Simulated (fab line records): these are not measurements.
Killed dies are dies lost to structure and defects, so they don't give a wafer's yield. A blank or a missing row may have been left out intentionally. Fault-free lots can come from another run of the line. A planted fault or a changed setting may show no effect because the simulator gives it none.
Matching of chambers :: flow n5 finfet :: N5_HKMG_FIN_ETCH_67 on rie diel-02: 4 sister chambers
The step etches SOC in N2/H2, stops on TiN, target depth 388.9 nm. 8 wafers are shown with their chamber, then 8 later ones without.

## WAFERS PAIRED WITH THEIR CHAMBERS
wafer: L081.2
chamber: 1
throttle valve pct (%): 18.02
showerhead plenum p Torr (Torr): 2.48

wafer: L083.1
chamber: 3
throttle valve pct (%): 17.90
showerhead plenum p Torr (Torr): 2.51

wafer: L083.4
chamber: 2
throttle valve pct (%): 17.87
showerhead plenum p Torr (Torr): 2.59

wafer: L083.6
chamber: 0
throttle valve pct (%): 18.32
showerhead plenum p Torr (Torr): 2.55

wafer: L092.1
chamber: 3
throttle valve pct (%): 17.95
showerhead plenum p Torr (Torr): 2.50

wafer: L092.2
chamber: 2
throttle valve pct (%): 17.90
showerhead plenum p Torr (Torr): 2.58

wafer: L092.3
chamber: 1
throttle valve pct (%): 18.05
showerhead plenum p Torr (Torr): 2.47

wafer: L093.1
chamber: 0
throttle valve pct (%): 18.36
showerhead plenum p Torr (Torr): 2.54

## WAFERS WITHOUT THEIR CHAMBER
wafer: L093.3
throttle valve pct (%): 17.90
showerhead plenum p Torr (Torr): 2.58

wafer: L093.4
throttle valve pct (%): 17.94
showerhead plenum p Torr (Torr): 2.50

wafer: L095.2
throttle valve pct (%): 18.06
showerhead plenum p Torr (Torr): 2.47

wafer: L095.5
throttle valve pct (%): 17.95
showerhead plenum p Torr (Torr): 2.50

wafer: L095.6
throttle valve pct (%): 18.08
showerhead plenum p Torr (Torr): 2.47

wafer: L096.3
throttle valve pct (%): 17.96
showerhead plenum p Torr (Torr): 2.50

wafer: L096.5
throttle valve pct (%): 18.36
showerhead plenum p Torr (Torr): 2.53

wafer: L096.6
throttle valve pct (%): 17.96
showerhead plenum p Torr (Torr): 2.50

## EACH ONE'S CHAMBER
wafer: L093.3
from the rows above: 2
in truth: 2

wafer: L093.4
from the rows above: 3
in truth: 3

wafer: L095.2
from the rows above: 1
in truth: 1

wafer: L095.5
from the rows above: 3
in truth: 3

wafer: L095.6
from the rows above: 1
in truth: 1

wafer: L096.3
from the rows above: 3
in truth: 3

wafer: L096.5
from the rows above: 0
in truth: 0

wafer: L096.6
from the rows above: 3
in truth: 3
Placed correctly: 8 of 8. Can't be placed from these rows: 0. Wrongly placed: 0.
How it was worked out, from the rows above alone: a wafer's distance from a chamber is the root of the sum, over the readings, of the square of ((its reading less the chamber's mean) divided by the reading's scatter). The wafer belongs to the nearest chamber; if the next one is less than 2 further off, it can't be placed. The mean given for a chamber averages the wafers shown for that chamber. The scatter is the square root of a quotient: the sum, over the shown wafers, of each reading's squared deviation from its chamber's mean, divided by wafers minus chambers.
